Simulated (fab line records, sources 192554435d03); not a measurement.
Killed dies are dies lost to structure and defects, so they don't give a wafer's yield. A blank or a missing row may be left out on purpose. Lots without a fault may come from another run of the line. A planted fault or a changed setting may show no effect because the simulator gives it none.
Chamber matching | flow n5_finfet | N5_BEOL_M11_STRIP_36 on rie_diel-06: 4 sister chambers
The step strips in N2/H2. 18 wafers are shown with their chamber, then 9 later ones without.

WAFERS WITH THEIR CHAMBER
wafer  | chamber | showerhead_plenum_p_Torr (Torr) | drypump_motor_current_A (A) | throttle_valve_pct (%)
L075.3 | 2       | 2.46                            | 6.01                        | 24.2
L075.4 | 1       | 2.41                            | 6.26                        | 23.5
L075.6 | 3       | 2.68                            | 5.43                        | 23.6
L077.1 | 0       | 2.62                            | 5.93                        | 23.9
L077.2 | 3       | 2.68                            | 5.41                        | 23.6
L077.5 | 2       | 2.46                            | 6.04                        | 24.3
L076.1 | 0       | 2.62                            | 5.94                        | 23.9
L076.5 | 3       | 2.68                            | 5.41                        | 23.6
L076.6 | 2       | 2.46                            | 6.04                        | 24.2
L081.1 | 3       | 2.68                            | 5.41                        | 23.6
L081.2 | 2       | 2.45                            | 6.02                        | 24.3
L081.4 | 0       | 2.62                            | 5.88                        | 24.0
L079.1 | 0       | 2.62                            | 5.93                        | 24.0
L079.2 | 3       | 2.68                            | 5.41                        | 23.6
L079.3 | 1       | 2.41                            | 6.27                        | 23.5
L085.3 | 0       | 2.62                            | 5.95                        | 24.0
L085.5 | 0       | 2.62                            | 5.94                        | 23.9
L085.6 | 3       | 2.67                            | 5.40                        | 23.7

SIGNATURES (means of the wafers above)
reading                  | chamber 0 | chamber 1 | chamber 2 | chamber 3 | scatter within a chamber
showerhead_plenum_p_Torr | 2.6200    | 2.4100    | 2.4575    | 2.6783    | 0.00336
drypump_motor_current_A  | 5.9283    | 6.2650    | 6.0275    | 5.4117    | 0.0175
throttle_valve_pct       | 23.950    | 23.500    | 24.250    | 23.617    | 0.0488
Rule: a wafer's distance from a chamber is the root of the sum, over the readings, of the square of ((its reading less the chamber's mean) divided by the reading's scatter). The wafer belongs to the nearest chamber; if the next one is less than 2 further off, it can't be placed. The scatter: the root of (the sum of the squares of (reading less its chamber's mean) over the shown wafers, divided by (wafers less chambers)).

WAFERS WITHOUT THEIR CHAMBER
wafer  | showerhead_plenum_p_Torr (Torr) | drypump_motor_current_A (A) | throttle_valve_pct (%)
L091.1 | 2.67                            | 5.42                        | 23.6
L091.3 | 2.72                            | 6.28                        | 23.0
L091.6 | 2.67                            | 5.41                        | 23.6
L093.1 | 2.72                            | 6.30                        | 23.1
L093.3 | 2.61                            | 5.90                        | 24.0
L093.5 | 2.72                            | 6.26                        | 23.1
L097.1 | 2.44                            | 5.97                        | 24.3
L097.3 | 2.72                            | 6.28                        | 23.1
L097.5 | 2.60                            | 5.91                        | 24.0

WHICH CHAMBER EACH WENT THROUGH
wafer  | from the rows above | in truth
L091.1 | 3                   | 3
L091.3 | 0                   | 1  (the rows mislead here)
L091.6 | 3                   | 3
L093.1 | 0                   | 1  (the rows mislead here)
L093.3 | 0                   | 0
L093.5 | 0                   | 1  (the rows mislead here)
L097.1 | 2                   | 2
L097.3 | 0                   | 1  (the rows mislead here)
L097.5 | 0                   | 0
Placed correctly: 5 of 9. Can't be placed from these rows: 0. Placed wrongly: 4.
